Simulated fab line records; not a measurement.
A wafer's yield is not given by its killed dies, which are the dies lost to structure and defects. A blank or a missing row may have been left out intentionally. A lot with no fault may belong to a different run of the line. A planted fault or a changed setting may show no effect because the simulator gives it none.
A struck lot beside a sound one || flow n5-finfet || 41 out of 1938 route steps
Sound: wafers L263.2, L263.3, L263.5. Struck: wafer L268.5 (left out: L268.1, a lot-mate that was not struck); the cause follows at the end.
At each step with rows: each side's tool, then ch and its chambers, then its first start. Under that, the readings that differ: sound wafers || struck wafers || difference of the means || sigmas: that difference in standard deviations of wafers without a fault.
alike: readings with means less than 2 such deviations apart, plus words and numbers identical on both sides. not compared: withheld readings, readings lacking a value on some wafer, bounds such as >300 that could conceal the same value, and numbers that have no deviation in the record and whose values overlap.
Wherever a step has rows on one side only, a row that says differs or no value, or a row with sigmas, the two part there. Numbers that have no deviation but don't overlap get no sigmas and don't part them. Lack of a reading on every wafer of one side parts them only where that side has two or more wafers.

first, 11 steps without rows for these wafers: N5_GATE_CUT_ETCHBACK_00 (etches W in SF6/Cl2); N5_GATE_CUT_ETCH_56 (etches TiN in Cl2/Ar, target depth 21.6 nm); N5_GATE_CUT_ETCHBACK_30 (etches TiN in Cl2/Ar, target depth 3 nm); N5_GATE_CUT_VAPOR_ETCH_60 (etches HfO2 in BCl3/Cl2); N5_GATE_CUT_ETCH_58 (etches SiNx in CH3F/O2, target depth 17 nm, time 128.6 s); N5_GATE_CUT_STRIP_59 (strips in N2/H2, time 20 s); N5_GATE_CUT_PRECLEAN_31 (cleans in DIW, time 300 s); N5_GATE_CUT_SRD_32 (time 30 s); N5_GATE_CUT_SAC_CAP_01 (material SiNx, target thk 24 nm, pulse time 1 s, ald cycles 480); N5_GATE_CUT_PECVD_57 (deposits SiNx from SiH4/NH3/N2, target thk 21 nm); N5_GATE_CUT_CMP_02 (polishes, stops on SiO2, t overpolish 12.7 s, target thk 0 nm).
N5_GATE_CUT_HM_DEP_46: deposits SiO2 from TEOS/O2, target thk 130 nm, time 26.6 s.
  sound on pecvd-01 ch 0,1, day 5 01:16; struck on pecvd-01 ch 2, day 5 23:55
{"reading": "heater-power-outer-w (W)", "sound": "408 304 298", "struck": 200, "difference": -137, "sigmas": -2}
{"reading": "model.SiO2_of_GATE_CUT_HM_DEP_46.thk-nm (nm)", "sound": "129 129.4 130.6", "struck": 102.2, "difference": -27.5, "sigmas": ""}
  alike: heater-power-w, showerhead-plenum-p-Torr, throttle-valve-pct
  not compared: susceptor-temp-C
then, 15 steps without rows for these wafers: N5_GATE_CUT_COAT_34 (time 60 s, resist thk 60 nm); N5_GATE_CUT_COAT_35 (time 60 s, resist thk 10 nm); N5_GATE_CUT_COAT_27 (time 60 s, resist thk 10 nm); N5_GATE_CUT_COAT_07 (resist thk 30 nm); N5_GATE_CUT_EBR_09; N5_GATE_CUT_SOFTBAKE_08 (time 60 s); N5_GATE_CUT_EXPOSE_10 (exposes mask GATE CUT, target cd 20 nm); N5_GATE_CUT_PEB_11 (peb time 60 s); N5_GATE_CUT_DEVELOP_12 (develop time 30 s); N5_GATE_CUT_DESCUM_18 (chemistry O2, time 7 s); N5_GATE_CUT_ETCH_28 (etches underlayer in N2/H2, target depth 13 nm, time 10.4 s); N5_GATE_CUT_ETCH_36 (etches SiARC in CF4, target depth 13 nm, time 21.7 s); N5_GATE_CUT_ETCH_37 (etches SOC in N2/H2, target depth 60 nm, overetch 12 nm, time 90 s); N5_GATE_CUT_STRIP_38 (strips in N2/H2); N5_GATE_CUT_STRIP_39 (strips in N2/H2).
N5_GATE_CUT_HM_OPEN_40: chemistry C4F6/O2, target SiO2, target depth 139 nm, time 85.1 s.
  sound on rie-diel-03 ch 2,3, day 5 02:01; struck on rie-diel-02 ch 1, day 6 00:49
{"reading": "etch-rf-on-time-s (s)", "sound": "93.7 94.0 94.8", "struck": 76.7, "difference": -17.5, "sigmas": -10}
{"reading": "model.etch.depth-nm (nm)", "sound": "129.1 129.4 130.7", "struck": 102.1, "difference": -27.6, "sigmas": ""}
{"reading": "model.SOC_of_GATE_CUT_COAT_34.thk-nm (nm)", "sound": "32.6 33.4 32.8", "struck": 38.6, "difference": "+5.7", "sigmas": ""}
  alike: drypump-motor-current-A, oes-product-au, rf-vpp-V, showerhead-plenum-p-Torr, throttle-valve-pct
  not compared: rf-hours-counter-h
then, 10 steps without rows for these wafers: N5_GATE_CUT_STRIP_41 (strips in CF4); N5_GATE_CUT_STRIP_42 (strips in O2); N5_GATE_CUT_ETCH_19 (etches SiNx in CH3F/O2, target depth 53.7 nm, time 76.7 s); N5_GATE_CUT_CUT_ETCH_53 (etches W in SF6/Cl2, target depth 79.2 nm); N5_GATE_CUT_CUT_ETCH_54 (etches TiN in Cl2/BCl3, target depth 96.7 nm); N5_GATE_CUT_CUT_ETCH_55 (etches HfO2 in BCl3, target depth 3.2 nm); N5_GATE_CUT_ETCH_47 (etches SiO2 in Cl2/BCl3, target depth 10 nm); N5_GATE_CUT_VAPOR_ETCH_48 (etches TiN in BCl3/Cl2); N5_GATE_CUT_VAPOR_ETCH_49 (etches TiAlC in BCl3/Cl2); N5_GATE_CUT_VAPOR_ETCH_51 (etches HfO2 in BCl3/Cl2).
N5_GATE_CUT_THK_MEAS_24:
  struck on film-metro-02, day 6 03:17; sound on film-metro-02, day 5 05:55
{"reading": "GC_FILL_THK (nm)", "sound": "217.8 218.5 219.5", "struck": 190.6, "difference": -28.0, "sigmas": -15}
N5_GATE_CUT_CMP_43: polishes SiO2.
  sound on cmp-02 ch 0,2, day 5 06:02; struck on cmp-02 ch 2, day 6 03:19
{"reading": "model.SiO2_of_GATE_CUT_HM_DEP_46.thk-nm (nm)", "sound": "5 5 5", "struck": 3.6, "difference": -1.4, "sigmas": ""}
  alike: motor-current-A
-- a jump in the record: the struck wafers' starts before and after are 4 days apart (it breaks off in module GATE_CUT and resumes in module BEOL_M4, where the first step shown is number 1111 of the route) --
N5_BEOL_M4_RC_MEAS_101:
  sound on prober-02 ch 0, day 8 20:24; struck on prober-01 ch 0, day 9 23:02
  alike: DIBL_N, DIBL_P, IOFF_N, IOFF_P, ION_N, ION_P, SS_N, SS_P, VT_N, VT_P

## WHERE THEY PART
At N5_GATE_CUT_HM_DEP_46 first; at N5_GATE_CUT_THK_MEAS_24 last (within this record only). Later steps at which nothing parts them and some readings are alike: N5_GATE_CUT_CMP_43, N5_BEOL_M4_RC_MEAS_101.

WHY: what the simulator had put in
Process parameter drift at N5_GATE_CUT_HM_DEP_46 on pecvd-01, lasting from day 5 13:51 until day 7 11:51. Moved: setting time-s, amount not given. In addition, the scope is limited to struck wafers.
